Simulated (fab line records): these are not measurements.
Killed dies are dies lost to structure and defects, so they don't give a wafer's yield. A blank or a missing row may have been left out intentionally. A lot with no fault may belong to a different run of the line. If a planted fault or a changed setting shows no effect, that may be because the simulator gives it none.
Struck lot and sound lot, side by side -- flow n5-finfet -- 41 steps out of a route of 1938
Sound: these wafers, L178.3, L178.4, L178.6. Struck: wafer L194.6 (L194.3, L194.5, from the same lot, were not struck and are left out); the cause is given at the end.
Each step with rows lists, per side, the tool, then ch with its chambers, then its first start. Under that, the readings that differ: sound wafers -- struck wafers -- difference of the means -- sigmas: that difference in standard deviations of wafers without a fault.
alike: words and numbers the same on both sides, and readings whose means are apart by under 2 such deviations; not compared: readings that were withheld, readings missing a value for some wafer, numbers with overlapping values and no deviation given by the record, and bounds like >300 which may hide the same value.
Wherever a step has rows on one side only, a row that says differs or no value, or a row with sigmas, the two part there. When numbers do not overlap yet have no deviation, they are printed without sigmas and do not part them. A reading missing from all wafers of one side parts the sides only when that side holds two or more wafers.

first, 11 steps without rows for these wafers: N5_GATE_CUT_ETCHBACK_00 (etches W in SF6/Cl2); N5_GATE_CUT_ETCH_56 (etches TiN in Cl2/Ar, target depth 21.6 nm); N5_GATE_CUT_ETCHBACK_30 (etches TiN in Cl2/Ar, target depth 3 nm); N5_GATE_CUT_VAPOR_ETCH_60 (etches HfO2 in BCl3/Cl2); N5_GATE_CUT_ETCH_58 (etches SiNx in CH3F/O2, target depth 17 nm, time 128.6 s); N5_GATE_CUT_STRIP_59 (strips in N2/H2, time 20 s); N5_GATE_CUT_PRECLEAN_31 (cleans in DIW, time 300 s); N5_GATE_CUT_SRD_32 (time 30 s); N5_GATE_CUT_SAC_CAP_01 (material SiNx, target thk 24 nm, pulse time 1 s, ald cycles 480); N5_GATE_CUT_PECVD_57 (deposits SiNx from SiH4/NH3/N2, target thk 21 nm); N5_GATE_CUT_CMP_02 (polishes, stops on SiO2, t overpolish 12.7 s, target thk 0 nm).
N5_GATE_CUT_HM_DEP_46: deposits SiO2 from TEOS/O2, target thk 130 nm, time 26.6 s.
  sound on pecvd-04 ch 0,2, day 6 02:56; struck on pecvd-04 ch 1, day 10 00:16
  alike: heater-power-w, showerhead-plenum-p-Torr, throttle-valve-pct
  not compared: since-wet-clean-h
then, 26 steps without rows for these wafers: N5_GATE_CUT_COAT_34 (time 60 s, resist thk 60 nm); N5_GATE_CUT_COAT_35 (time 60 s, resist thk 10 nm); N5_GATE_CUT_COAT_27 (time 60 s, resist thk 10 nm); N5_GATE_CUT_COAT_07 (resist thk 30 nm); N5_GATE_CUT_EBR_09; N5_GATE_CUT_SOFTBAKE_08 (time 60 s); N5_GATE_CUT_EXPOSE_10 (exposes mask GATE CUT, target cd 20 nm); N5_GATE_CUT_PEB_11 (peb time 60 s); N5_GATE_CUT_DEVELOP_12 (develop time 30 s); N5_GATE_CUT_DESCUM_18 (chemistry O2, time 7 s); N5_GATE_CUT_ETCH_28 (etches underlayer in N2/H2, target depth 13 nm, time 10.4 s); N5_GATE_CUT_ETCH_36 (etches SiARC in CF4, target depth 13 nm, time 21.7 s); N5_GATE_CUT_ETCH_37 (etches SOC in N2/H2, target depth 60 nm, overetch 12 nm, time 90 s); N5_GATE_CUT_STRIP_38 (strips in N2/H2); N5_GATE_CUT_STRIP_39 (strips in N2/H2); N5_GATE_CUT_HM_OPEN_40 (chemistry C4F6/O2, target SiO2, target depth 139 nm, time 85.1 s); N5_GATE_CUT_STRIP_41 (strips in CF4); N5_GATE_CUT_STRIP_42 (strips in O2); N5_GATE_CUT_ETCH_19 (etches SiNx in CH3F/O2, target depth 53.7 nm, time 76.7 s); N5_GATE_CUT_CUT_ETCH_53 (etches W in SF6/Cl2, target depth 79.2 nm); N5_GATE_CUT_CUT_ETCH_54 (etches TiN in Cl2/BCl3, target depth 96.7 nm); N5_GATE_CUT_CUT_ETCH_55 (etches HfO2 in BCl3, target depth 3.2 nm); N5_GATE_CUT_ETCH_47 (etches SiO2 in Cl2/BCl3, target depth 10 nm); N5_GATE_CUT_VAPOR_ETCH_48 (etches TiN in BCl3/Cl2); N5_GATE_CUT_VAPOR_ETCH_49 (etches TiAlC in BCl3/Cl2); N5_GATE_CUT_VAPOR_ETCH_51 (etches HfO2 in BCl3/Cl2).
N5_GATE_CUT_THK_MEAS_24:
  sound on film-metro-01, day 6 06:17; struck on film-metro-02, day 10 03:57
reading,sound,struck,difference,sigmas
GC_FILL_THK (nm),220.8 221.0 222.2,205.7,-15.6,-7
-- a jump in the record: the struck wafers' starts before and after are 4 days apart (it breaks off in module GATE_CUT and resumes in module BEOL_M4, where the first step shown is number 1111 of the route) --
N5_BEOL_M4_RC_MEAS_101:
  sound on prober-02 ch 0, day 9 08:29; struck on prober-02 ch 0, day 14 08:01
  alike: DIBL_N, DIBL_P, IOFF_N, IOFF_P, ION_N, ION_P, SS_N, SS_P, VT_N, VT_P
-- record jumps: 5 days separate the struck wafers' starts on either side; left off in module BEOL_M4, taken up again in module PASSIVATION, whose first shown step is the route's number 1936 --
N5_PASSIVATION_PROBE_49:
  sound on prober-02, day 13 21:31; struck on prober-02, day 19 07:21
  alike: defect-limited-yield, killed_at_M0_to_M3, killed_at_M4_up, killed-at-contacts, killed-at-front-end, killed-at-other, killed-dies, killed-open, killed-short, sort_bin_4_leakage, sort_bin_5_function, sort_bin_6_memory, sort-n-pass, sort-yield-pct

== WHERE THEY PART ==
N5_GATE_CUT_THK_MEAS_24 only, going by this record. Later steps at which nothing parts them and some readings are alike: N5_BEOL_M4_RC_MEAS_101, N5_PASSIVATION_PROBE_49.

WHY: whatever the simulator had introduced
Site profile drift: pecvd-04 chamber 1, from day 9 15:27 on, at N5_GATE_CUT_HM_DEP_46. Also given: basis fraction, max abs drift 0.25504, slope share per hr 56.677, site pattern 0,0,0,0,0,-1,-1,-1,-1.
